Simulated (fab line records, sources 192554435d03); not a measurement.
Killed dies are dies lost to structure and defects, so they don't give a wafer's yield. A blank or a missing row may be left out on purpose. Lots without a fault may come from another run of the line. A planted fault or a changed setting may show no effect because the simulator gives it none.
Split-lot experiment | flow n5_finfet | 7 lots, 21 wafers read, on a route of 1938 steps

THE SPLIT
At N5_BEOL_M7_EXPOSE_25 (exposes mask V6, target cd 40 nm), the setting dose_mj was moved away from the recipe's 42.5 on 10 of the 21 wafers read, by -7.0% to +6.1%. The other wafers ran this setting at the recipe's value.

FROM THE SPLIT TO THE READING: what the file shows between them, 2 steps
- N5_BEOL_M7_PEB_26: peb time 60 s
- N5_BEOL_M7_DEVELOP_27: develop time 30 s

THE READING
cd_nm, in nm, at N5_BEOL_M7_CD_MEAS_28 (target cd 40 nm). Fault-free wafers of this fab line usually give 39.96 nm, standard deviation 0.22 nm.

wafer  | tool, chamber at the split | dose_mj as run | against the recipe | cd_nm, nm | against lot-mates on the recipe
L077.4 | euv_scanner-02, 0          | 43.65          | +2.7%              | 40.81     | +0.78
L077.5 | euv_scanner-02, 0          | 42.5           | recipe             | 40.03     | -
L077.6 | euv_scanner-02, 0          | 43.65          | +2.7%              | 40.72     | +0.69
L082.2 | euv_scanner-01, 0          | 42.5           | recipe             | 39.45     | -
L082.5 | euv_scanner-01, 0          | 42.5           | recipe             | 39.79     | -
L082.6 | euv_scanner-01, 0          | 42.5           | recipe             | 39.56     | -
L085.3 | euv_scanner-02, 0          | 42.5           | recipe             | 39.79     | -
L085.4 | euv_scanner-02, 0          | 44.26          | +4.1%              | 40.88     | +1.09
L085.5 | euv_scanner-02, 0          | 44.26          | +4.1%              | 40.92     | +1.13
L087.3 | euv_scanner-01, 0          | 42.5           | recipe             | 40.02     | -
L087.4 | euv_scanner-01, 0          | 42.5           | recipe             | 39.77     | -
L087.6 | euv_scanner-01, 0          | 41.46          | -2.4%              | 39.48     | -0.42
L091.1 | euv_scanner-01, 0          | 43.39          | +2.1%              | 40.23     | +0.53
L091.2 | euv_scanner-01, 0          | 42.5           | recipe             | 39.70     | -
L091.3 | euv_scanner-01, 0          | 43.39          | +2.1%              | 40.18     | +0.48
L092.1 | euv_scanner-02, 0          | 39.54          | -7.0%              | 38.17     | -1.62
L092.3 | euv_scanner-02, 0          | 39.54          | -7.0%              | 38.18     | -1.61
L092.5 | euv_scanner-02, 0          | 42.5           | recipe             | 39.79     | -
L095.1 | euv_scanner-01, 0          | 42.5           | recipe             | 40.46     | -
L095.2 | euv_scanner-01, 0          | 42.5           | recipe             | 39.77     | -
L095.5 | euv_scanner-01, 0          | 45.09          | +6.1%              | 41.08     | +0.96

THE FIT
A straight line over all 21 wafers: cd_nm changes by +0.237 nm for each +1% of dose_mj; r = +0.96; the points scatter about the line by 0.23 nm.
The same after taking each lot's own level away (the mean of its wafers on the recipe; 21 wafers): +0.225 nm for each +1%; r = +0.97; scatter 0.18 nm.
On that fit, the largest move of dose_mj shifts the reading by 1.6 nm.
The lots' own levels span 39.600 to 40.115 nm, that is 2.3 times the standard deviation above.
So the lot-to-lot level changes the slope little: the two slopes agree.
Check: with one of the wafers moved furthest among these (-7.0%) left out of the fit, the line predicts -1.52 nm for it against its lot-mates. It came out at -1.62 nm against them.

THE WHOLE CHAIN: every reading that the file lists as answering this split, in the file's order
step                   | what it does                                                        | reading                                                        | change (the file's fit)               | r (the file's)
N5_BEOL_M7_CD_MEAS_28  | target cd 40 nm                                                     | cd_nm                                                          | +0.214 nm for each +1% of the setting | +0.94
N5_BEOL_M7_DESCUM_33   | chemistry O2, time 7 s                                              | BEOL_M7.cd_nm (the simulator's own value, which no gauge read) | +0.206 nm for each +1% of the setting | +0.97
N5_BEOL_M7_ETCH_72     | etches underlayer in N2/H2, target depth 6.5 nm, time 5.2 s         | BEOL_M7.cd_nm (the simulator's own value, which no gauge read) | +0.225 nm for each +1% of the setting | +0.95
N5_BEOL_M7_ETCH_65     | etches SiARC in CF4, target depth 15.6 nm, time 26 s                | BEOL_M7.cd_nm (the simulator's own value, which no gauge read) | +0.221 nm for each +1% of the setting | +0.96
N5_BEOL_M7_ETCH_66     | etches SOC in N2/H2, target depth 80 nm, overetch 16 nm, time 120 s | BEOL_M7.cd_nm (the simulator's own value, which no gauge read) | +0.253 nm for each +1% of the setting | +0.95
N5_BEOL_M7_VIA_ETCH_34 | etches SiCOH lowk in C4F6/O2, target depth 125.5 nm, time 50.5 s    | BEOL_M7.cd_nm (the simulator's own value, which no gauge read) | +0.243 nm for each +1% of the setting | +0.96

THE FILE'S OWN FIT
cd_nm changes by +0.214 nm for each +1% of dose_mj, r = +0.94.
